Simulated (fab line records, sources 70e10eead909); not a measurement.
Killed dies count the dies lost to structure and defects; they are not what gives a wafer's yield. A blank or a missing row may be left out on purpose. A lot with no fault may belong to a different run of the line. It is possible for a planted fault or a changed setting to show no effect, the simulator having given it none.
Struck lot and sound lot, side by side ; flow nandHarc ; 15 steps out of a route of 1302
Sound: these wafers, L423.1, L423.3, L423.5. Struck: wafer L424.2 (left out: L424.1, L424.5 of the same lot, which were not struck); the cause appears at the end.
At each step with rows: each side's tool, then ch and its chambers, then its first start. Under that, the readings that differ: sound wafers ; struck wafers ; difference of the means ; sigmas: that difference in standard deviations of wafers without a fault.
alike: words and numbers the same on both sides, and readings whose means are apart by under 2 such deviations; not compared: readings that were withheld, readings missing a value for some wafer, numbers with overlapping values and no deviation given by the record, and bounds like >300 which may hide the same value.
Wherever a step has rows on one side only, a row that says differs or no value, or a row with sigmas, the two part there. Numbers that have no deviation but don't overlap get no sigmas and don't part them. A reading missing from all wafers of one side parts the sides only when that side holds two or more wafers.

first, 6 steps without rows for these wafers: NHARC_A_CONTACT_COAT_36 (resist thk 90 nm); NHARC_A_CONTACT_SOFTBAKE_37 (time 55 s); NHARC_A_CONTACT_EBR_38; NHARC_A_CONTACT_EXPOSE_39 (exposes mask A CC 3); NHARC_A_CONTACT_PEB_40 (peb time 65 s); NHARC_A_CONTACT_DEVELOP_41 (develop time 35 s).
NHARC_A_CONTACT_CD_MEAS_42: the cd target is 300 nm.
  sound on cdSem-02 ch 0, day 25 07:36; struck on cdSem-01 ch 0, day 25 22:19
  alike: cdNm
NHARC_A_CONTACT_OVL_MEAS_43:
  sound on overlay-02, day 25 07:41; struck on overlay-01, day 25 22:24
  alike: overlayXNm, overlayYNm
NHARC_A_CONTACT_INSPECT_44:
  sound on defectInspect-02, day 25 07:43; struck on defectInspect-01, day 25 22:26
  alike: rawDefectCount
NHARC_A_CONTACT_DESCUM_47: chemistry O2, time 3 s.
  sound on rieDiel-03 ch 1,3, day 25 07:47; struck on rieDiel-03 ch 0, day 25 22:30
reading;sound;struck;difference;sigmas
drypumpMotorCurrentA (A);6.2 6.5 6.2;5.3;-1.0;-2
  alike: oesProductAu, rfVppV, showerheadPlenumPTorr, throttleValvePct
  not compared: rfHoursCounterH
NHARC_A_CONTACT_ETCH_48: etches the open film in CF4, target depth 39 nm, time 65 s.
  sound on rieDiel-03 ch 1,2, day 25 07:53; struck on rieDiel-03 ch 0, day 25 22:35
  alike: cf4FlowSccm, drypumpMotorCurrentA, oesProductAu, rfVppV, runLengthS, showerheadPlenumPTorr, throttleValvePct
  not compared: rfHoursCounterH
NHARC_A_CONTACT_ETCH_49: etches the open film in N2/H2, target depth 260 nm, time 475.3 s.
  sound on rieDiel-03 ch 2,3; struck on rieDiel-03 ch 3
  alike: drypumpMotorCurrentA, oesProductAu, rfVppV, runLengthS, showerheadPlenumPTorr, throttleValvePct
  not compared: rfHoursCounterH
NHARC_A_CONTACT_ETCH_50: etches the open film in CF4/CHF3, target depth 121 nm, time 60.5 s.
  sound on rieDiel-03 ch 1,2,3, day 25 08:25; struck on rieDiel-03 ch 0, day 25 23:02
reading;sound;struck;difference;sigmas
drypumpMotorCurrentA (A);6.1 6.4 5.9;5.3;-0.8;-2
runLengthS (s);81.9 81.4 82.2;68.0;-13.8;-28
  alike: cf4FlowSccm, oesProductAu, rfVppV, showerheadPlenumPTorr, throttleValvePct
  not compared: rfHoursCounterH
NHARC_A_CONTACT_ETCH_51: etches the open film in O2/COS, target depth 7000 nm, time 1820 s.
  sound on rieDiel-03 ch 1,3; struck on rieDiel-03 ch 2
reading;sound;struck;difference;sigmas
rfVppV (V);316.2 314.4 316.3;312.0;-3.6;-2
throttleValvePct (%);28.335 28.315 28.324;28.361;+0.036;+4
  alike: drypumpMotorCurrentA, oesProductAu, runLengthS, showerheadPlenumPTorr
  not compared: rfHoursCounterH
-- the record jumps here: 3 days lie between the struck wafers' starts before and after (it left off in module A_CONTACT and takes up again in module END, whose first step shown is number 1302 of the route) --
NHARC_END_SORT_01:
  sound on prober-02 ch 0, day 28 01:13; struck on prober-01 ch 0, day 29 08:47
reading;sound;struck;difference;sigmas
killedAtArray;60 45 46;531;+481;+30
killedDies;65 51 52;533;+477;+30
  alike: killedAtOther, killedAtPeriphery, killedOpen, killedShort

WHERE THEY PART
At NHARC_A_CONTACT_DESCUM_47 first; at NHARC_END_SORT_01 last (within this record only).

WHY: the cause the simulator had injected
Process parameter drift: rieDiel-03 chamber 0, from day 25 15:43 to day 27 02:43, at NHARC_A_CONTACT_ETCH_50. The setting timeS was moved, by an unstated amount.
